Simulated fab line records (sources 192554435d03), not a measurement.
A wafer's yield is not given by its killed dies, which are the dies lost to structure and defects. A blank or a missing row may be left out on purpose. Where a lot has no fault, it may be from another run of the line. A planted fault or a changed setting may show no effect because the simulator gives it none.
Matching of chambers    flow n5_finfet    N5_BEOL_M5_CO_CAP_78 on cvd_co-01: 3 sister chambers
The step material Co, precursor CCTBA/H2, target thk 2 nm, time 102.1 s. 6 wafers are shown with their chamber, then 7 later ones without.

== WAFERS PAIRED WITH THEIR CHAMBERS ==
wafer   chamber  heater_power_w (W)
L653.6  0        230
L652.2  2        230
L652.4  2        225
L652.5  0        235
L656.3  1        242
L656.4  1        240

== WAFERS WITH NO CHAMBER GIVEN ==
wafer   heater_power_w (W)
L656.6  224
L657.2  248
L657.4  247
L657.5  226
L660.2  242
L660.3  232
L660.6  222

== CHAMBER TAKEN BY EACH ==
wafer   from the rows above      in truth
L656.6  can't be placed: 2 or 0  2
L657.2  1                        1
L657.4  1                        1
L657.5  can't be placed: 2 or 0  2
L660.2  1                        1
L660.3  can't be placed: 0 or 2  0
L660.6  can't be placed: 2 or 0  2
Placed correctly: 3 of 7. These rows do not allow placing 4 (true chamber among the candidates in 4). 0 placed wrongly.
How it was worked out, from the rows above alone: a wafer's distance from a chamber is the root of the sum, over the readings, of the square of ((its reading less the chamber's mean) divided by the reading's scatter). If the next closest chamber is less than 2 further off than the closest, the wafer can't be placed; otherwise it belongs to the closest. The mean given for a chamber averages the wafers shown for that chamber. The scatter is the square root of a quotient: the sum, over the shown wafers, of each reading's squared deviation from its chamber's mean, divided by wafers minus chambers.
